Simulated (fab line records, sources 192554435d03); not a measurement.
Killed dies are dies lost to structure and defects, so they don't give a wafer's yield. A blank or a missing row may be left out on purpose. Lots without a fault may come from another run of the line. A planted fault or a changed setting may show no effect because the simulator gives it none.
One fault seen from 2 desks | flow n5_finfet | each desk has only its own numbers; what lay behind them comes last

THE TOOL OWNER'S DESK: litho_track-03
The tool's own readings at N5_BEOL_M4_COAT_62 (time 60 s, resist thk 12 nm): means of the sampled wafers that have a number, for each lot that ran on this tool. A lot is out of limits, marked OUT, if its mean lies more than 4 standard deviations from the usual mean; the brackets give that distance.
Columns: A = chill_plate_temp_C at N5_BEOL_M4_COAT_62, usual 23.00 C; B = plate_temp_C at N5_BEOL_M4_COAT_62, usual 219.99 C; C = spin_speed_rpm at N5_BEOL_M4_COAT_62, usual 1499.9 rpm
lot  | first seen here | A     | B      | C
L657 | day 9 15:19     | 23.19 | 219.76 | 1499.6
L660 | day 11 01:22    | 22.99 | 220.06 | 1629.3 (+99 or more) OUT
L663 | day 11 09:32    | 22.96 | 220.08 | 1630.8 (+99 or more) OUT
This desk's finding: out of limits on L660, L663; first on L660, day 11 01:22 (spin_speed_rpm at N5_BEOL_M4_COAT_62). In limits: L657.

THE METROLOGY DESK
What the gauges read, lot by lot, whatever tool the lot ran on: means of the sampled wafers that have a number. A lot is out of limits, marked OUT, if its mean lies more than 4 standard deviations from the usual mean; the brackets give that distance. Of its 10 readings 7 are shown: those that lie furthest out on some lot.
Columns: A = DIBL_P at N5_BEOL_M4_RC_MEAS_101, usual 36.6 mV/V; B = IOFF_N at N5_BEOL_M4_RC_MEAS_101, usual 0.160 nA/um; C = IOFF_P at N5_BEOL_M4_RC_MEAS_101, usual 0.217 nA/um; D = ION_N at N5_BEOL_M4_RC_MEAS_101, usual 674 uA/um; E = ION_P at N5_BEOL_M4_RC_MEAS_101, usual 464 uA/um; F = VT_N at N5_BEOL_M4_RC_MEAS_101, usual 250.0 mV; G = VT_P at N5_BEOL_M4_RC_MEAS_101, usual -250 mV
lot  | first seen here | A    | B     | C     | D   | E   | F     | G
L657 | day 10 03:04    | 36.6 | 0.182 | 0.235 | 678 | 466 | 247.2 | -250
L660 | day 11 17:37    | 35.5 | 0.132 | 0.173 | 666 | 455 | 253.7 | -254
L663 | day 11 23:37    | 34.8 | 0.127 | 0.159 | 665 | 453 | 253.1 | -256
L669 | day 13 13:18    | 39.1 | 0.170 | 0.219 | 680 | 462 | 250.8 | -251
This desk's finding: nothing out of limits on any of the 4 lots.

PUT TOGETHER
The tool owner's desk could have raised an alarm at day 11 01:22, on L660, L663.
The metrology desk saw nothing out of limits.
The metrology desk has L660, L663 on record, within its limits.
Of the lots named, all ran N5_BEOL_M4_COAT_62 on litho_track-03.

WHAT THE SIMULATOR HAD PUT IN
Process parameter drift: litho_track-03, from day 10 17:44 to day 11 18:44, at N5_BEOL_M4_COAT_62. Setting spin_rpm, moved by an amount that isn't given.
Lots struck among those shown: L660, L663.
Hours from the fault's start to each desk's first reading out of limits: the tool owner's desk, 8.
